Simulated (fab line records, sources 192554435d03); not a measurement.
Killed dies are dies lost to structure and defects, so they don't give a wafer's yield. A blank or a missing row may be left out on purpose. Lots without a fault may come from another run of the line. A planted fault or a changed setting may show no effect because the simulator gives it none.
Chamber matching | flow n5_finfet | N5_BEOL_M11_ETCH_65 on rie_diel-02: 4 sister chambers
The step etches SiARC in CF4, target depth 39 nm, time 65 s. 16 wafers are shown with their chamber, then 8 later ones without.

WAFERS WITH THEIR CHAMBER
wafer  | chamber | showerhead_plenum_p_Torr (Torr) | throttle_valve_pct (%) | drypump_motor_current_A (A)
L076.2 | 2       | 2.11                            | 15.76                  | 6.4
L076.3 | 0       | 2.19                            | 15.72                  | 5.1
L076.4 | 1       | 2.12                            | 15.36                  | 5.8
L077.2 | 1       | 2.12                            | 15.36                  | 5.8
L077.3 | 0       | 2.19                            | 15.73                  | 5.1
L077.5 | 2       | 2.11                            | 15.78                  | 6.5
L079.3 | 0       | 2.19                            | 15.74                  | 5.0
L079.4 | 0       | 2.19                            | 15.74                  | 5.1
L079.5 | 3       | 2.27                            | 15.27                  | 5.6
L080.2 | 3       | 2.27                            | 15.26                  | 5.6
L080.3 | 3       | 2.27                            | 15.29                  | 5.6
L080.6 | 1       | 2.12                            | 15.38                  | 5.7
L082.1 | 3       | 2.27                            | 15.28                  | 5.6
L082.4 | 3       | 2.27                            | 15.26                  | 5.6
L082.5 | 3       | 2.27                            | 15.26                  | 5.6
L089.1 | 3       | 2.26                            | 15.32                  | 5.6

SIGNATURES (means of the wafers above)
reading                  | chamber 0 | chamber 1 | chamber 2 | chamber 3 | scatter within a chamber
showerhead_plenum_p_Torr | 2.1900    | 2.1200    | 2.1100    | 2.2686    | 0.00267
throttle_valve_pct       | 15.7325   | 15.3667   | 15.7700   | 15.2771   | 0.0175
drypump_motor_current_A  | 5.075     | 5.767     | 6.450     | 5.600     | 0.04
Rule: a wafer's distance from a chamber is the root of the sum, over the readings, of the square of ((its reading less the chamber's mean) divided by the reading's scatter). The wafer belongs to the nearest chamber; if the next one is less than 2 further off, it can't be placed. The scatter: the root of (the sum of the squares of (reading less its chamber's mean) over the shown wafers, divided by (wafers less chambers)).

WAFERS WITHOUT THEIR CHAMBER
wafer  | showerhead_plenum_p_Torr (Torr) | throttle_valve_pct (%) | drypump_motor_current_A (A)
L089.2 | 2.10                            | 15.81                  | 6.4
L089.6 | 2.19                            | 15.23                  | 5.1
L092.1 | 2.11                            | 15.43                  | 5.7
L092.2 | 2.10                            | 15.83                  | 6.5
L092.5 | 2.11                            | 15.42                  | 5.7
L095.1 | 2.10                            | 15.31                  | 6.5
L095.4 | 2.11                            | 15.45                  | 5.8
L095.6 | 2.26                            | 15.35                  | 5.6

WHICH CHAMBER EACH WENT THROUGH
wafer  | from the rows above | in truth
L089.2 | 2                   | 2
L089.6 | 0                   | 0
L092.1 | 1                   | 1
L092.2 | 2                   | 2
L092.5 | 1                   | 1
L095.1 | 1                   | 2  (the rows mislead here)
L095.4 | 1                   | 1
L095.6 | 3                   | 3
Placed correctly: 7 of 8. Can't be placed from these rows: 0. Placed wrongly: 1.
